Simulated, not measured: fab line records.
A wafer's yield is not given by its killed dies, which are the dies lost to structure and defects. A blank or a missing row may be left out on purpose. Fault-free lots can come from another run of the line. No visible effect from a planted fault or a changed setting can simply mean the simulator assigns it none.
Split-lot experiment / flow n5_finfet / route with 1938 steps; 7 lots, 21 wafers read

== ABOUT THE SPLIT ==
At N5_BEOL_M5_PECVD_70 (deposits SiO2 from TEOS/O2, target thk 16 nm, time 18 s), the setting time_s was moved away from the recipe's 18 s on 7 of the 21 wafers read, by -13.6% to +7.7%. The other wafers ran this setting at the recipe's value.

The reading comes from the split's own step.

== THE READING ==
SiO2_of_BEOL_M5_PECVD_70.thk_nm (the simulator's own value, which no gauge read), in nm, at N5_BEOL_M5_PECVD_70 (deposits SiO2 from TEOS/O2, target thk 16 nm, time 18 s). The file gives no usual value for it. Across the 14 wafers here that went through the recipe, the average is 16.0 nm and the standard deviation 0.18 nm.

wafer=L077.1; tool, chamber at the split=pecvd-01, 0; time_s as run, s=18; against the recipe=recipe; SiO2_of_BEOL_M5_PECVD_70.thk_nm, nm=15.8; against lot-mates on the recipe=-
wafer=L077.2; tool, chamber at the split=pecvd-01, 2; time_s as run, s=19.38; against the recipe=+7.7%; SiO2_of_BEOL_M5_PECVD_70.thk_nm, nm=17.2; against lot-mates on the recipe=+1.4
wafer=L077.6; tool, chamber at the split=pecvd-01, 2; time_s as run, s=19.38; against the recipe=+7.7%; SiO2_of_BEOL_M5_PECVD_70.thk_nm, nm=17.8; against lot-mates on the recipe=+2.0
wafer=L081.1; tool, chamber at the split=pecvd-01, 1; time_s as run, s=15.94; against the recipe=-11.4%; SiO2_of_BEOL_M5_PECVD_70.thk_nm, nm=14.4; against lot-mates on the recipe=-1.8
wafer=L081.4; tool, chamber at the split=pecvd-01, 1; time_s as run, s=15.94; against the recipe=-11.4%; SiO2_of_BEOL_M5_PECVD_70.thk_nm, nm=14.2; against lot-mates on the recipe=-2.0
wafer=L081.6; tool, chamber at the split=pecvd-01, 0; time_s as run, s=18; against the recipe=recipe; SiO2_of_BEOL_M5_PECVD_70.thk_nm, nm=16.2; against lot-mates on the recipe=-
wafer=L080.1; tool, chamber at the split=pecvd-01, 2; time_s as run, s=18; against the recipe=recipe; SiO2_of_BEOL_M5_PECVD_70.thk_nm, nm=16.2; against lot-mates on the recipe=-
wafer=L080.4; tool, chamber at the split=pecvd-01, 2; time_s as run, s=18; against the recipe=recipe; SiO2_of_BEOL_M5_PECVD_70.thk_nm, nm=16.2; against lot-mates on the recipe=-
wafer=L080.3; tool, chamber at the split=pecvd-01, 1; time_s as run, s=18; against the recipe=recipe; SiO2_of_BEOL_M5_PECVD_70.thk_nm, nm=16; against lot-mates on the recipe=-
wafer=L086.1; tool, chamber at the split=pecvd-03, 2; time_s as run, s=18; against the recipe=recipe; SiO2_of_BEOL_M5_PECVD_70.thk_nm, nm=15.8; against lot-mates on the recipe=-
wafer=L086.3; tool, chamber at the split=pecvd-03, 0; time_s as run, s=18; against the recipe=recipe; SiO2_of_BEOL_M5_PECVD_70.thk_nm, nm=16; against lot-mates on the recipe=-
wafer=L086.5; tool, chamber at the split=pecvd-03, 0; time_s as run, s=18.7; against the recipe=+3.9%; SiO2_of_BEOL_M5_PECVD_70.thk_nm, nm=16.6; against lot-mates on the recipe=+0.7
wafer=L090.2; tool, chamber at the split=pecvd-01, 0; time_s as run, s=16.13; against the recipe=-10.4%; SiO2_of_BEOL_M5_PECVD_70.thk_nm, nm=14.2; against lot-mates on the recipe=-1.8
wafer=L090.3; tool, chamber at the split=pecvd-01, 0,1; time_s as run, s=18; against the recipe=recipe; SiO2_of_BEOL_M5_PECVD_70.thk_nm, nm=16; against lot-mates on the recipe=-
wafer=L090.5; tool, chamber at the split=pecvd-01, 0,1; time_s as run, s=18; against the recipe=recipe; SiO2_of_BEOL_M5_PECVD_70.thk_nm, nm=16; against lot-mates on the recipe=-
wafer=L092.2; tool, chamber at the split=pecvd-02, 0; time_s as run, s=18; against the recipe=recipe; SiO2_of_BEOL_M5_PECVD_70.thk_nm, nm=15.6; against lot-mates on the recipe=-
wafer=L092.4; tool, chamber at the split=pecvd-02, 0; time_s as run, s=18; against the recipe=recipe; SiO2_of_BEOL_M5_PECVD_70.thk_nm, nm=16; against lot-mates on the recipe=-
wafer=L092.6; tool, chamber at the split=pecvd-02, 2; time_s as run, s=15.56; against the recipe=-13.6%; SiO2_of_BEOL_M5_PECVD_70.thk_nm, nm=13.8; against lot-mates on the recipe=-2.0
wafer=L096.1; tool, chamber at the split=pecvd-02, 1; time_s as run, s=18; against the recipe=recipe; SiO2_of_BEOL_M5_PECVD_70.thk_nm, nm=16; against lot-mates on the recipe=-
wafer=L096.2; tool, chamber at the split=pecvd-02, 0; time_s as run, s=18; against the recipe=recipe; SiO2_of_BEOL_M5_PECVD_70.thk_nm, nm=16.2; against lot-mates on the recipe=-
wafer=L096.6; tool, chamber at the split=pecvd-02, 0; time_s as run, s=18; against the recipe=recipe; SiO2_of_BEOL_M5_PECVD_70.thk_nm, nm=16.2; against lot-mates on the recipe=-
The file does not say which wafer passed through which chamber wherever a row lists several chambers: such a row stands for several wafers.

THE FIT
A straight line over all 21 wafers: SiO2_of_BEOL_M5_PECVD_70.thk_nm changes by +0.166 nm for each +1% of time_s; r = +0.98; the points scatter about the line by 0.2 nm.
The same after taking each lot's own level away (the mean of its wafers on the recipe; 21 wafers): +0.175 nm for each +1%; r = +0.98; scatter 0.19 nm.
On that fit, the largest move of time_s shifts the reading by 2.4 nm.
The span of the lots' own levels, 15.80 to 16.20 nm, comes to 2.3 times the standard deviation stated above.
The two slopes are in agreement: the lot-to-lot level therefore moves the slope only a little.
Check: for one of the wafers moved furthest among these (-13.6%), held out of the fit, the line's prediction against its lot-mates is -2.42 nm. It came out at -2 nm against them.

== OTHER SPLITS ON THESE WAFERS ==
Note: prior to the reading, these wafers also went through further splits. Each is held against what the fit with the lots' levels taken away leaves over:
other split on the same wafers=N5_BEOL_M3_TRENCH_ETCH_37 source_w; wafers away from the commonest value=7; r with SiO2_of_BEOL_M5_PECVD_70.thk_nm (lot level and that fit taken away)=-0.09
other split on the same wafers=N5_BEOL_M4_COAT_22 spin_rpm; wafers away from the commonest value=9; r with SiO2_of_BEOL_M5_PECVD_70.thk_nm (lot level and that fit taken away)=+0.52
other split on the same wafers=N5_BEOL_M4_EXPOSE_25 dose_mj; wafers away from the commonest value=4; r with SiO2_of_BEOL_M5_PECVD_70.thk_nm (lot level and that fit taken away)=+0.05

== FILE'S OWN FIT ==
SiO2_of_BEOL_M5_PECVD_70.thk_nm changes by +0.168 nm for each +1% of time_s, r = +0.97.
